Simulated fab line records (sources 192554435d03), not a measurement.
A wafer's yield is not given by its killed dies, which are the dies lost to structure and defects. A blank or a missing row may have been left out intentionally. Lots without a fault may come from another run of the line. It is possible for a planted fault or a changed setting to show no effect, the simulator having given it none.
Chamber matching / flow n5 finfet / N5_MOL_CONTACT_COAG_ETCH_67 on rie diel-05 has 4 sister chambers
The step etches SOC in N2/H2, target depth 60 nm, overetch 21 nm, time 101.2 s. 8 wafers are shown with their chamber, then 8 later ones without.

## WAFERS PAIRED WITH THEIR CHAMBERS
wafer=L082.4; chamber=0; showerhead plenum p Torr (Torr)=2.58; drypump motor current A (A)=4.9
wafer=L082.5; chamber=3; showerhead plenum p Torr (Torr)=2.72; drypump motor current A (A)=5.7
wafer=L084.5; chamber=2; showerhead plenum p Torr (Torr)=2.64; drypump motor current A (A)=5.9
wafer=L084.6; chamber=3; showerhead plenum p Torr (Torr)=2.71; drypump motor current A (A)=5.7
wafer=L088.2; chamber=1; showerhead plenum p Torr (Torr)=2.43; drypump motor current A (A)=5.5
wafer=L088.5; chamber=1; showerhead plenum p Torr (Torr)=2.43; drypump motor current A (A)=5.5
wafer=L088.6; chamber=0; showerhead plenum p Torr (Torr)=2.57; drypump motor current A (A)=5.0
wafer=L089.3; chamber=2; showerhead plenum p Torr (Torr)=2.63; drypump motor current A (A)=5.9

## WAFERS WITH NO CHAMBER GIVEN
wafer=L089.4; showerhead plenum p Torr (Torr)=2.71; drypump motor current A (A)=5.7
wafer=L089.5; showerhead plenum p Torr (Torr)=2.71; drypump motor current A (A)=5.7
wafer=L092.2; showerhead plenum p Torr (Torr)=2.63; drypump motor current A (A)=5.9
wafer=L092.5; showerhead plenum p Torr (Torr)=2.71; drypump motor current A (A)=5.7
wafer=L092.6; showerhead plenum p Torr (Torr)=2.63; drypump motor current A (A)=5.9
wafer=L095.2; showerhead plenum p Torr (Torr)=2.57; drypump motor current A (A)=4.9
wafer=L095.4; showerhead plenum p Torr (Torr)=2.42; drypump motor current A (A)=5.5
wafer=L095.5; showerhead plenum p Torr (Torr)=2.63; drypump motor current A (A)=5.9

## THE CHAMBER EACH PASSED THROUGH
wafer=L089.4; from the rows above=3; in truth=3
wafer=L089.5; from the rows above=3; in truth=3
wafer=L092.2; from the rows above=2; in truth=2
wafer=L092.5; from the rows above=3; in truth=3
wafer=L092.6; from the rows above=2; in truth=2
wafer=L095.2; from the rows above=0; in truth=0
wafer=L095.4; from the rows above=1; in truth=1
wafer=L095.5; from the rows above=2; in truth=2
Correct placement for 8 of the 8. Not placeable from these rows: 0. 0 placed wrongly.
How it was worked out, from the rows above alone: a wafer's distance from a chamber is the root of the sum, over the readings, of the square of ((its reading less the chamber's mean) divided by the reading's scatter). The wafer belongs to the nearest chamber; if the next one is less than 2 further off, it can't be placed. The mean given for a chamber averages the wafers shown for that chamber. The scatter: the root of (the sum of the squares of (reading less its chamber's mean) over the shown wafers, divided by (wafers less chambers)).
